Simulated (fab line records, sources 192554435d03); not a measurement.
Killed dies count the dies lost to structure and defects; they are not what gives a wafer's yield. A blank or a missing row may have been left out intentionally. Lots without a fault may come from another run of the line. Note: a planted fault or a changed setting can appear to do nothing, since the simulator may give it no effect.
fab line records	flow n5_finfet
[record] lots = 6	wafers = 16	last_day = 18
route steps=1938 shown DUMMY_GATE@256 SPACER0@258 SD_EPI_N@262 BEOL_M4@1111
lots with no fault: from the same line, run without faults
start_h: the number of hours between the record's first day and the start of the first shown wafer of the lot	wait_h: hours elapsed since this lot's preceding step	" the same as in the row above	L1.1+2: several wafers, shown together as one row	- value missing, or start not given	* or withheld: withheld	< > ~ a bound
route shown NAME@n: a module of which the file shows steps, and the number in the route of the first	usual: the fault-free wafers' mean and standard deviation	same: alike in all rows	chamber/n: place in a boat	sites: the reading at each site	_std_site: the values' standard deviation	_edge_site: the outer-site mean with the inner-site mean subtracted	radius_mm: how far each site lies from the wafer's centre	mask NAME#n: copy n	behind: the most recent tool/chamber to have shaped the wafer	hold: reason for holding the lot/hours on hold/outcome of the hold	device: the transistor (n, p or np) that didn't switch	end of line: tests of these same wafers at the route's end	a step given without rows: its recipe and nothing more	killed: count of dies lost to structure and defects at first sort (not the wafer's yield)	map: dies across one wafer; x = killed, . = not, _ = none there
set.NAME: the setting as run; set.NAME@STEP: as run at that earlier step	model.NAME: the simulator's own value behind a step, which no gauge read
lots at selected steps of the route; one table per step, one row per wafer
services: the hour from which a tool's chamber was out of use, counted from the record's first day as start_h (under 0 if before that day), plus the number of hours and why
[[steps]]
[step N5_DUMMY_GATE_UV_OZONE_45]
[recipe] time_s = 120	pressure_torr = 760	temp_c = 25
[step N5_DUMMY_GATE_INSPECT_27]
[recipe] inspect_instrument = brightfield	mode = aei
[usual] raw_defect_count = 309/81
lot.wafer	tool	chamber	start_h	wait_h	raw_defect_count
L316.2	defect_inspect-01	-	71.39	0.0	320
L316.4	"	-	"	"	338
L316.5	"	-	"	"	157
L323.3	defect_inspect-02	-	107.09	0.0	272
L323.4	"	-	"	"	409
L323.5	"	-	"	"	244
L324.1	defect_inspect-02	-	117.19	0.0	335
L324.4	"	-	"	"	368
L324.5	"	-	"	"	351
L325.2	defect_inspect-01	-	129.06	0.0	161
L325.4	"	-	"	"	293
L325.5	"	-	"	"	318
L330.1	defect_inspect-02	-	152.53	0.0	323
L330.2	"	-	"	"	318
L334.1	defect_inspect-01	-	174.47	0.0	276
L334.5	"	-	"	"	249
[step N5_SPACER0_ALD_07]
[recipe] material = SiNx	target_thk_a = 20	temp_c = 400	ald_precursor_family = SiH2I2	ald_co_reactant = N2/H2-plasma	pressure_torr = 2
[step N5_SPACER0_ALD_00]
[recipe] material = SiOCN	target_thk_a = 35	temp_c = 400	ald_precursor_family = alkyl-aminosilane	ald_co_reactant = O2/N2-plasma	pulse_time_s = 3	purge_time_s = 2	co_reactant_purge_time_s = 2	ald_cycles = 58	pressure_torr = 2
[step N5_SPACER0_ALD_08]
[recipe] material = SiNx	target_thk_a = 20	temp_c = 400	ald_precursor_family = SiH2I2	ald_co_reactant = N2/H2-plasma	pressure_torr = 2
[step N5_SPACER0_INSPECT_04]
[recipe] inspect_instrument = darkfield	mode = post_dep
[usual] raw_defect_count = 141/32
lot.wafer	tool	chamber	start_h	wait_h	raw_defect_count
L316.2	defect_inspect-02	-	72.00	0.1	173
L316.4	"	-	"	"	174
L316.5	"	-	"	"	105
L323.3	defect_inspect-01	-	107.70	0.1	84
L323.4	"	-	"	"	161
L323.5	"	-	"	"	113
L324.1	defect_inspect-02	-	117.79	0.1	149
L324.4	"	-	"	"	167
L324.5	"	-	"	"	176
L325.2	defect_inspect-01	-	129.66	0.1	97
L325.4	"	-	"	"	128
L325.5	"	-	"	"	131
L330.1	defect_inspect-01	-	153.17	0.1	143
L330.2	"	-	"	"	160
L334.1	defect_inspect-01	-	175.07	0.1	121
L334.5	"	-	"	"	128
[step N5_SD_EPI_N_COAT_32]
[recipe] resist = SOC	temp_c = 250	time_s = 60	spin_rpm = 1500	resist_thk_nm = 350
[step N5_SD_EPI_N_COAT_33]
[recipe] resist = SiARC	temp_c = 220	time_s = 60	spin_rpm = 1500	resist_thk_nm = 35
[step N5_SD_EPI_N_COAT_03]
[recipe] resist = CAR-ArF-block	spin_rpm = 1500	resist_thk_nm = 150
[step N5_SD_EPI_N_EBR_05]
[recipe] solvent = PGMEA	ebr_width_mm = 1.5
[step N5_SD_EPI_N_SOFTBAKE_04]
[recipe] temp_c = 110	time_s = 60	resist = CAR-ArF-block
[step N5_SD_EPI_N_EXPOSE_06]
[recipe] mask_id = SD_N_BLK	na = 1.35	source_shape = conventional	sigma_outer = 0.8	polarization = unpolarized	target_cd_nm = 120	dose_mj = 39.75
[step N5_SD_EPI_N_PEB_07]
[recipe] peb_temp_c = 110	peb_time_s = 60	resist = CAR-ArF-block
[usual] heater_power_total_W = 175.5/1.6
lot.wafer	tool	chamber	start_h	wait_h	heater_power_total_W
L316.2	litho_track-03	0	72.20	0.0	172.9
L316.4	"	0	"	"	177.5
L316.5	"	0	"	"	173.3
L323.3	litho_track-02	0	107.91	0.0	177.4
L323.4	"	0	"	"	177.2
L323.5	"	0	"	"	173.0
L324.1	litho_track-02	0	118.00	0.1	177.1
L324.4	"	0	"	"	174.3
L324.5	"	0	"	"	173.5
L325.2	litho_track-01	0	129.87	0.0	174.6
L325.4	"	0	"	"	173.1
L325.5	"	0	"	"	174.6
L330.1	litho_track-01	0	153.50	0.1	465.2
L330.2	"	0	"	"	462.7
L334.1	litho_track-01	0	175.28	0.1	466.7
L334.5	"	0	"	"	177.5
[step N5_SD_EPI_N_DEVELOP_08]
[recipe] develop_time_s = 30	developer = TMAH	resist = CAR-ArF-block	dev_temp_c = 23	rinse_liquid = diw	dry = air_spin
[step N5_SD_EPI_N_CD_MEAS_09]
[recipe] target_cd_nm = 120	landing_energy_ev = 500	detector = se_inlens
[usual] cd_nm = 120.0/0.57
lot.wafer	tool	chamber	start_h	wait_h	cd_nm
L316.2	cd_sem-01	0	72.27	-	120.0
L316.4	"	0	"	"	119.6
L316.5	"	0	"	"	119.5
L323.3	cd_sem-02	0	107.97	-	119.5
L323.4	"	0	"	"	120.5
L323.5	"	0	"	"	119.8
L324.1	cd_sem-02	0	118.07	-	119.8
L324.4	"	0	"	"	119.3
L324.5	"	0	"	"	119.2
L325.2	cd_sem-02	0	129.94	-	120.8
L325.4	"	0	"	"	119.1
L325.5	"	0	"	"	120.2
L330.1	cd_sem-02	0	153.57	-	30.1
L330.2	"	0	"	"	29.0
L334.1	cd_sem-03	0	175.34	-	29.8
L334.5	"	0	"	"	120.8
[step N5_SD_EPI_N_OVL_MEAS_10]
[recipe] points_per_wafer = 44
[usual] SD_N_BLK_OVL = 0.1/0.7
lot.wafer	tool	chamber	start_h	wait_h	SD_N_BLK_OVL[nm]
L316.2	overlay-02	0	72.31	0.0	-0.1
L316.4	"	0	"	"	0.3
L316.5	"	0	"	"	0.4
L323.3	overlay-01	0	108.00	0.0	0.5
L323.4	"	0	"	"	0.3
L323.5	"	0	"	"	0.2
L324.1	overlay-01	0	118.10	0.0	-0.7
L324.4	"	0	"	"	-1.4
L324.5	"	0	"	"	-1.1
L325.2	overlay-01	0	129.97	0.0	1.4
L325.4	"	0	"	"	-0.1
L325.5	"	0	"	"	-0.1
L330.1	overlay-01	0	153.60	0.0	-0.7
L330.2	"	0	"	"	-0.8
L334.1	overlay-02	0	175.37	0.0	0.5
L334.5	"	0	"	"	-0.5
[step N5_SD_EPI_N_INSPECT_11]
[recipe] mode = adi	inspect_instrument = macro
[usual] raw_defect_count = 2.1/1.4
lot.wafer	tool	chamber	start_h	wait_h	raw_defect_count
L316.2	defect_inspect-01	-	72.33	0.0	1
L316.4	"	-	"	"	1
L316.5	"	-	"	"	0
L323.3	defect_inspect-01	-	108.03	0.0	2
L323.4	"	-	"	"	3
L323.5	"	-	"	"	3
L324.1	defect_inspect-01	-	118.12	0.0	5
L324.4	"	-	"	"	3
L324.5	"	-	"	"	2
L325.2	defect_inspect-02	-	129.99	0.0	2
L325.4	"	-	"	"	2
L325.5	"	-	"	"	0
L330.1	defect_inspect-01	-	153.62	0.0	3
L330.2	"	-	"	"	1
L334.1	defect_inspect-02	-	175.40	0.0	3
L334.5	"	-	"	"	1
[step N5_SD_EPI_N_DESCUM_14]
[recipe] chemistry = O2	time_s = 7.9	source_power_w = 50	bias_power_w = 20	pressure_mtorr = 20	rf_frequency_hz = 2.712e+07	temp_c = 40	resist = CAR-ArF-block	o2_flow_sccm = 225
[usual] drypump_motor_current_A = 5.6/0.52	oes_product_au = 0.80/0.07	rf_vpp_V = 243.8/1.4	showerhead_plenum_p_Torr = 2.14/0.07	temp_c = 39.99/0.11	throttle_valve_pct = 20.52/0.23
lot.wafer	tool	chamber	start_h	wait_h	drypump_motor_current_A	oes_product_au	rf_hours_counter_h	rf_vpp_V	showerhead_plenum_p_Torr	temp_c	throttle_valve_pct	model.SD_EPI_N.cd_nm
L316.2	rie_diel-05	1	72.37	0.0	5.6	0.88	46	241.9	2.05	39.85	20.41	119.4
L316.4	"	0	"	"	6.2	0.87	57	241.7	2.06	39.87	20.75	119.8
L316.5	"	2	"	"	5.6	0.94	-	244.9	2.23	40.01	20.33	119.4
L323.3	rie_diel-03	0	108.06	0.0	5.6	0.78	114	245.5	2.19	39.92	20.39	119.4
L323.4	"	3	"	"	6.3	0.72	-	241.0	2.00	40.01	20.77	120
L323.5	"	2	"	"	5.3	0.79	-	243.4	2.13	40.03	20.85	119.4
L324.1	rie_diel-01	3	118.40	0.3	5.4	0.73	166	243.0	2.16	39.92	20.28	120
L324.4	"	0	"	"	6.4	0.83	79	245.5	2.11	39.88	20.14	119.4
L324.5	"	0	"	"	6.4	0.83	-	243.6	2.11	40.10	20.14	119.4
L325.2	rie_diel-01	1	130.03	0.0	5.2	0.90	31	243.0	2.15	40.01	20.47	120.8
L325.4	"	3	"	"	5.4	0.74	171	244.6	2.16	40.03	20.30	119
L325.5	"	0	"	"	6.4	0.83	-	243.9	2.11	40.12	20.14	120.2
L330.1	rie_diel-01	3	153.66	0.0	5.4	0.72	178	244.4	2.16	40.02	20.31	30
L330.2	"	1	"	"	5.2	0.88	39	243.9	2.15	39.86	20.48	28.8
L334.1	rie_diel-01	3	175.43	0.0	5.3	0.71	186	244.5	2.15	39.94	20.31	30
L334.5	"	3	"	"	5.3	0.71	-	244.4	2.15	39.98	20.31	120.8
[step N5_SD_EPI_N_ETCH_34]
[recipe] chemistry = CF4	target = SiARC	target_depth_a = 455	mask_material = CAR-ArF-block	time_s = 75.8	ion_energy_ev = 80	pressure_mtorr = 40	source_w = 545	bias_w = 36	Ar_flow_sccm = 100	cf4_flow_sccm = 100	ends = cleared
[usual] bias_w = 35.99/0.11	drypump_motor_current_A = 5.6/0.52	etch_rf_on_time_s = 75.2/2	oes_product_au = 0.69/0.057	rf_vpp_V = 184.5/1.2	showerhead_plenum_p_Torr = 2.18/0.071	throttle_valve_pct = 15.65/0.19
lot.wafer	tool	chamber	start_h	wait_h	bias_w	drypump_motor_current_A	etch_rf_on_time_s	oes_product_au	rf_hours_counter_h	rf_vpp_V	showerhead_plenum_p_Torr	throttle_valve_pct
L316.2	rie_diel-05	1	72.40	0.0	36.04	5.7	74.1	0.76	46	183.9	2.08	15.43
L316.4	"	0	"	"	35.98	6.2	76.3	0.73	57	183.9	2.08	15.68
L316.5	"	2	"	"	36.03	5.6	70.5	0.80	-	185.9	2.27	15.51
L323.3	rie_diel-03	0	108.09	0.0	35.70	5.7	74.9	0.67	114	185.1	2.23	15.53
L323.4	"	3	"	"	35.96	6.3	74.4	0.61	-	182.9	2.06	15.96
L323.5	"	2	"	"	35.97	5.3	78.0	0.67	-	183.7	2.17	15.87
L324.1	rie_diel-01	3	118.43	0.0	36.18	5.4	74.7	0.62	166	185.9	2.23	15.66
L324.4	"	0	"	"	35.86	6.4	77.6	0.69	79	184.4	2.16	15.37
L324.5	"	0	"	"	36.09	6.4	77.0	0.70	-	185.5	2.16	15.35
L325.2	rie_diel-01	1	130.07	0.0	36.09	5.2	75.2	0.75	31	184.9	2.17	15.40
L325.4	"	3	"	"	35.78	5.3	74.4	0.63	171	185.5	2.23	15.68
L325.5	"	0	"	"	35.97	6.4	77.3	0.69	-	185.3	2.16	15.37
L330.1	rie_diel-01	3	153.69	0.0	35.84	5.4	75.5	0.61	178	185.1	2.23	15.69
L330.2	"	1	"	"	36.02	5.2	74.6	0.74	39	183.2	2.17	15.41
L334.1	rie_diel-01	3	175.47	0.0	35.97	5.3	75.6	0.61	186	185.7	2.23	15.69
L334.5	"	3	"	"	36.02	5.4	75.1	0.62	-	183.9	2.22	15.68
[step N5_SD_EPI_N_ETCH_35]
[recipe] chemistry = N2/H2	target = SOC	overetch_a = 1080	mask_material = SiARC	temp_c = 40	ion_energy_ev = 100	source_w = 3000	bias_w = 133	pressure_mtorr = 20	time_s = 486	n2_flow_sccm = 200	h2_flow_sccm = 200
[usual] bias_w = 133.0/0.35	drypump_motor_current_A = 5.6/0.52	oes_product_au = 0.72/0.057	rf_vpp_V = 241.3/1.3	showerhead_plenum_p_Torr = 2.59/0.09	temp_c = 40.00/0.12	throttle_valve_pct = 23.90/0.14
lot.wafer	tool	chamber	start_h	wait_h	bias_w	drypump_motor_current_A	oes_product_au	rf_hours_counter_h	rf_vpp_V	showerhead_plenum_p_Torr	temp_c	throttle_valve_pct
L316.2	rie_diel-05	1	72.46	0.0	132.5	5.7	0.79	46	241.0	2.49	40.02	24.15
L316.4	"	0	"	"	132.7	6.2	0.76	57	240.4	2.46	39.84	23.86
L316.5	"	2	"	"	133.0	5.6	0.82	-	241.8	2.72	39.84	23.88
L323.3	rie_diel-03	0	108.15	0.0	133.5	5.7	0.70	114	242.7	2.67	39.98	24.00
L323.4	"	3	"	"	132.7	6.3	0.63	-	239.6	2.42	39.88	24.06
L323.5	"	2	"	"	133.5	5.3	0.72	-	240.9	2.55	39.82	23.99
L324.1	rie_diel-01	3	118.49	0.0	133.6	5.3	0.65	166	241.8	2.64	40.08	23.76
L324.4	"	0	"	"	132.9	6.4	0.74	79	238.9	2.59	39.88	23.79
L324.5	"	0	"	"	132.7	6.4	0.74	-	240.8	2.59	40.08	23.80
L325.2	rie_diel-01	1	130.12	0.0	133.7	5.3	0.79	31	241.9	2.59	39.93	23.68
L325.4	"	3	"	"	133.1	5.3	0.65	171	241.8	2.63	40.02	23.78
L325.5	"	0	"	"	133.3	6.4	0.74	-	240.8	2.59	40.06	23.79
L330.1	rie_diel-01	3	153.75	0.0	133.4	5.3	0.65	178	242.6	2.63	40.14	23.79
L330.2	"	1	"	"	132.3	5.3	0.78	39	241.1	2.59	39.99	23.71
L334.1	rie_diel-01	3	175.52	0.0	132.5	5.3	0.64	186	240.5	2.63	40.15	23.78
L334.5	"	3	"	"	133.4	5.3	0.64	-	241.2	2.63	40.05	23.79
[step N5_SD_EPI_N_STRIP_36]
[recipe] chemistry = N2/H2	temp_c = 40	n2_flow_sccm = 200	h2_flow_sccm = 200	rf_frequency_hz = 6e+07
[step N5_SD_EPI_N_ETCHBACK_44]
[recipe] chemistry = CH3F/O2	mode = anisotropic_etchback	target = SiNx	target_depth_a = 145	stop_on = SiO2	over_etch_frac = 0.3	ion_energy_ev = 120	pressure_mtorr = 30	source_w = 395	bias_w = 73	Ar_flow_sccm = 150	CH3F_flow_sccm = 30	O2_flow_sccm = 20
[usual] bias_w = 73.05/0.22	drypump_motor_current_A = 5.6/0.52	oes_product_au = 0.69/0.054	rf_vpp_V = 298/7.3	showerhead_plenum_p_Torr = 2.04/0.068	throttle_valve_pct = 16.42/0.19
lot.wafer	tool	chamber	start_h	wait_h	bias_w	drypump_motor_current_A	oes_product_au	rf_hours_counter_h	rf_vpp_V	showerhead_plenum_p_Torr	throttle_valve_pct
L316.2	rie_diel-05	1	72.78	0.0	72.57	5.7	0.75	46	286	1.95	16.21
L316.4	"	0	"	"	73.27	6.2	0.73	57	288	1.95	16.50
L316.5	"	2	"	"	72.72	5.6	0.77	-	304	2.14	16.32
L323.3	rie_diel-03	0	108.47	0.0	72.76	5.7	0.66	114	298	2.08	16.26
L323.4	"	3	"	"	73.37	6.3	0.60	-	286	1.92	16.74
L323.5	"	2	"	"	73.37	5.3	0.68	-	307	2.03	16.65
L324.1	rie_diel-01	3	118.81	0.0	73.10	5.3	0.62	167	306	2.08	16.36
L324.4	"	0	"	"	72.92	6.4	0.70	79	302	2.02	16.14
L324.5	"	0	"	"	73.01	6.4	0.71	-	301	2.02	16.14
L325.2	rie_diel-01	1	130.45	0.0	73.41	5.2	0.75	31	300	2.04	16.24
L325.4	"	3	"	"	72.89	5.3	0.62	171	305	2.08	16.39
L325.5	"	0	"	"	72.86	6.4	0.70	-	303	2.02	16.13
L330.1	rie_diel-01	3	154.07	0.0	72.58	5.3	0.61	179	304	2.08	16.37
L330.2	"	1	"	"	73.01	5.2	0.75	39	301	2.04	16.26
L334.1	rie_diel-01	3	175.85	0.0	73.13	5.3	0.61	186	304	2.08	16.40
L334.5	"	3	"	"	73.20	5.3	0.61	-	305	2.08	16.40
[step N5_SD_EPI_N_ETCH_45]
[recipe] chemistry = CH3F/O2	target = SiOCN	target_depth_a = 60	mask_material = SOC	ion_energy_ev = 60	bias_w = 29	pressure_mtorr = 15	source_w = 410	Ar_flow_sccm = 150	CH3F_flow_sccm = 30	O2_flow_sccm = 20
[usual] bias_w = 29.01/0.091	drypump_motor_current_A = 5.6/0.52	oes_product_au = 0.80/0.068	rf_vpp_V = 127.7/1	showerhead_plenum_p_Torr = 2.04/0.068	throttle_valve_pct = 23.43/0.21
lot.wafer	tool	chamber	start_h	wait_h	bias_w	drypump_motor_current_A	oes_product_au	rf_hours_counter_h	rf_vpp_V	showerhead_plenum_p_Torr	throttle_valve_pct
L316.2	rie_diel-05	1	72.88	0.1	28.96	5.7	0.88	46	126.5	1.94	23.21
L316.4	"	0	"	"	29.19	6.2	0.85	57	127.0	1.95	23.57
L316.5	"	2	"	"	29.04	5.6	0.94	-	128.3	2.14	23.32
L323.3	rie_diel-03	0	108.57	0.1	28.97	5.7	0.78	114	128.0	2.08	23.31
L323.4	"	3	"	"	29.04	6.3	0.70	-	127.1	1.92	23.73
L323.5	"	2	"	"	29.08	5.3	0.79	-	127.0	2.03	23.82
L324.1	rie_diel-01	3	118.91	0.1	29.03	5.3	0.73	167	128.9	2.08	23.29
L324.4	"	0	"	"	28.99	6.4	0.83	79	128.6	2.02	23.09
L324.5	"	0	"	"	29.06	6.4	0.82	-	127.1	2.02	23.10
L325.2	rie_diel-01	1	130.55	0.1	29.07	5.2	0.89	31	127.3	2.04	23.31
L325.4	"	3	"	"	28.89	5.4	0.73	171	128.4	2.08	23.32
L325.5	"	0	"	"	28.96	6.3	0.82	-	127.6	2.02	23.08
L330.1	rie_diel-01	3	154.17	0.1	29.10	5.3	0.72	179	127.9	2.07	23.32
L330.2	"	1	"	"	29.06	5.2	0.87	39	128.2	2.03	23.33
L334.1	rie_diel-01	3	175.95	0.1	28.96	5.4	0.72	186	128.9	2.07	23.34
L334.5	"	3	"	"	28.98	5.4	0.71	-	127.6	2.07	23.31
[step N5_SD_EPI_N_ETCH_16]
[recipe] chemistry = CHF3/O2	target = SiO2	target_depth_a = 50	mask_material = SOC	pressure_mtorr = 30	source_w = 650	bias_w = 170	Ar_flow_sccm = 200	CHF3_flow_sccm = 50	O2_flow_sccm = 5	ion_energy_ev = 200
[step N5_SD_EPI_N_STRIP_47]
[recipe] chemistry = CHF3/O2	resist = SiARC	rf_frequency_hz = 6e+07
[step N5_SD_EPI_N_SD_RECESS_17]
[recipe] chemistry = HBr/Cl2/O2	target_depth_a = 410	mask_material = SOC	time_s = 23.7	bt_time_s = 3	pressure_mtorr = 10	icp_w = 800	bias_w = 112	HBr_flow_sccm = 150	Cl2_flow_sccm = 80	O2_flow_sccm = 12
[usual] bias_w = 112.0/0.33	drypump_motor_current_A = 5.9/0.32	mfc_cl2_sccm = 80.01/0.24	oes_product_au = 1.006/0.017	throttle_valve_pct = 37.05/0.28
lot.wafer	tool	chamber	start_h	wait_h	bias_w	drypump_motor_current_A	mfc_cl2_sccm	oes_product_au	rf_hours_counter_h	throttle_valve_pct	model.SD_EPI_N.cd_nm
L316.2	rie_si-06	3	73.05	0.0	112.1	5.8	79.95	1.013	97	37.13	119.4
L316.4	"	0	"	"	111.7	5.6	79.76	1.020	-	37.12	119
L316.5	"	2	"	"	111.9	6.1	79.90	0.982	-	36.76	118.6
L323.3	rie_si-06	2	108.75	0.0	112.0	6.1	80.28	0.974	102	36.76	119.8
L323.4	"	2	"	"	112.3	6.1	80.31	0.978	-	36.74	118.8
L323.5	"	1	"	"	112.0	5.4	80.13	1.009	-	36.73	119
L324.1	rie_si-06	0	119.08	0.0	112.4	5.6	80.47	1.030	8	37.12	120.2
L324.4	"	2	"	"	112.2	6.1	79.86	0.978	103	36.76	118.6
L324.5	"	3	"	"	112.2	5.9	80.27	1.008	-	37.13	119.2
L325.2	rie_si-04	1	130.72	0.0	112.6	6.1	80.01	0.983	49	37.23	120.2
L325.4	"	3	"	"	111.9	6.6	80.10	1.029	80	37.19	119
L325.5	"	3	"	"	112.0	6.6	79.94	1.044	-	37.21	119.4
L330.1	rie_si-01	2	154.35	0.0	112.0	5.9	79.92	1.017	52	36.92	29.6
L330.2	"	3	"	"	112.1	5.6	79.92	1.008	44	37.68	26.4
L334.1	rie_si-04	1	176.12	0.0	112.1	6.1	79.59	0.985	50	37.23	29.2
L334.5	"	1	"	"	112.1	6.1	79.65	0.982	-	37.24	120
[step N5_SD_EPI_N_STRIP_38]
[recipe] chemistry = N2/H2	power_w = 1000	temp_c = 250	h2_frac = 0.65	overash_fraction = 0.3	pressure_mtorr = withheld	n2_flow_sccm = 1750	h2_flow_sccm = 3250
[usual] drypump_motor_current_A = 5.8/0.51	heater_power_w = 381/36	oes_product_au = 0.759/0.012	temp_c = 250.01/0.2
lot.wafer	tool	chamber	start_h	wait_h	drypump_motor_current_A	heater_power_w	oes_product_au	rf_hours_counter_h	temp_c
L316.2	plasma_asher-02	1	73.15	0.1	5.2	397	0.749	34	249.94
L316.4	"	0	"	"	6.3	397	0.754	-	249.73
L316.5	"	1	"	"	5.2	396	0.744	-	250.11
L323.3	plasma_asher-01	0	108.86	0.1	5.7	292	0.757	-	250.01
L323.4	"	1	"	"	6.0	336	0.759	-	250.18
L323.5	"	1	"	"	6.0	344	0.778	-	250.02
L324.1	plasma_asher-01	0	119.18	0.1	5.7	291	0.762	95	249.95
L324.4	"	0	"	"	5.7	287	0.764	-	249.73
L324.5	"	1	"	"	6.0	338	0.737	-	250.21
L325.2	plasma_asher-02	1	130.81	0.1	5.2	385	0.763	51	249.78
L325.4	"	1	"	"	5.2	382	0.757	-	250.05
L325.5	"	1	"	"	5.2	404	0.760	-	250.00
L330.1	plasma_asher-01	1	154.44	0.1	6.0	343	0.782	101	250.21
L330.2	"	0	"	"	5.7	285	0.755	101	250.18
L334.1	plasma_asher-01	1	176.21	0.1	6.0	345	0.733	105	249.82
L334.5	"	0	"	"	5.7	287	0.756	-	250.14
[step N5_BEOL_M4_RC_MEAS_101]
[usual] DIBL_N = 37.1/1.8	DIBL_P = 37.2/2.1	IOFF_N = 0.17/0.033	IOFF_P = 0.22/0.037	ION_N = 680/11	ION_P = 464/7.7	SS_N = 71.7/0.63	SS_P = 73.6/0.67	VT_N = 248.9/2.9	VT_P = -251/3.6
lot.wafer	tool	chamber	start_h	wait_h	DIBL_N[mV/V]	DIBL_P[mV/V]	IOFF_N[nA/um]	IOFF_P[nA/um]	ION_N[uA/um]	ION_P[uA/um]	SS_N[mV/dec]	SS_P[mV/dec]	VT_N[mV]	VT_P[mV]
L316.2	prober-02	0	191.09	0.2	35.8	35.6	0.14	0.17	672	452	71.5	72.8	250.0	-258
L316.4	"	0	"	"	36.4	37.6	0.15	0.20	678	461	71.6	74.2	250.5	-254
L316.5	"	0	"	"	35.3	36.2	0.14	0.18	678	466	71.3	73.3	249.9	-256
L323.3	prober-02	0	236.02	0.3	33.3	34.6	0.12	0.16	645	453	70.2	73.7	255.6	-255
L323.4	"	0	"	"	36.3	39.1	0.17	0.22	668	457	71.8	73.7	250.3	-252
L323.5	"	0	"	"	37.1	40.1	0.19	0.24	683	464	72.5	75.0	247.8	-254
L324.1	prober-01	0	240.83	0.0	36.3	35.4	0.14	0.18	663	456	71.0	72.4	250.2	-252
L324.4	"	0	"	"	38.0	38.2	0.19	0.23	683	469	71.9	73.8	248.1	-250
L324.5	"	0	"	"	38.6	38.5	0.20	0.24	680	468	71.7	73.4	247.4	-247
L325.2	prober-02	0	259.23	0.2	38.6	41.3	0.21	0.25	690	462	71.7	74.6	246.1	-252
L325.4	"	0	"	"	37.9	39.6	0.18	0.22	678	457	72.2	73.5	247.0	-250
L325.5	"	0	"	"	40.2	42.5	0.24	0.28	683	461	72.6	74.7	246.3	-248
L334.5	prober-01	0	318.48	0.6	37.6	36.9	0.18	0.23	689	469	71.7	73.9	244.7	-251
[[services]]
tool	chamber	start_h	hours	kind
rie_si-01	3	57.06	14.0	repair
rie_si-06	1	72.53	13.9	repair
rie_diel-01	-	73.72	1.2	repair
rie_si-04	-	74.46	0.4	repair
rie_diel-01	1	77.18	4.7	repair
plasma_asher-01	-	78.85	28.1	pm
rie_si-01	1	87.34	4.0	repair
rie_si-06	3	89.72	12.2	repair
rie_si-06	0	92.81	18.8	repair
rie_diel-01	3	100.79	8.7	repair
rie_si-06	3	110.98	6.9	repair
plasma_asher-02	-	122.28	3.3	repair
rie_diel-01	-	135.57	0.8	repair
plasma_asher-02	-	139.91	0.9	repair
rie_diel-05	1	148.75	2.2	repair
rie_diel-05	0	152.80	25.5	repair
rie_diel-05	1	160.48	5.4	repair
plasma_asher-01	-	162.20	3.4	repair
rie_diel-01	0	168.70	6.0	repair
[[key]]
[first_sign] step = N5_SD_EPI_N_PEB_07	reading = heater_power_total_W	direction = up	sigmas = 99+	usual = *	struck = *
[effect] step = N5_SD_EPI_N_CD_MEAS_09	reading = cd_nm	direction = down	sigmas = 99+	usual = 120.0	struck = 29.6
[model_effect] step = N5_SD_EPI_N_DESCUM_14	value = SD_EPI_N.cd_nm	without = 120.1	struck = 29.6
[model_effect] step = N5_SD_EPI_N_SD_RECESS_17	value = SD_EPI_N.cd_nm	without = 118.9	struck = 28.4
met_at N5_SD_EPI_N_PEB_07
struck_wafers L330.1,L330.2,L334.1
later_rows_left_out L330.1,L330.2,L334.1
sort_left_out L330.1,L330.2,L334.1
onset_between 129.87 153.50
[fault] kind = process_parameter_drift	tool = litho_track-01	chamber = -	onset_h = 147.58	steps = N5_SD_EPI_N_PEB_07	channel = peb_time_s	offset = *	shape = step	end_h = 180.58	scope = struck_wafers_only	acts_in = *	stated = *
// sort_left_out: the simulated sort isn't trusted on such a fault, so these wafers' sort isn't shown, and their yield isn't known
// later_rows_left_out: the simulator's readings of these wafers behind a module that went badly wrong aren't trusted and aren't shown, but for the sort
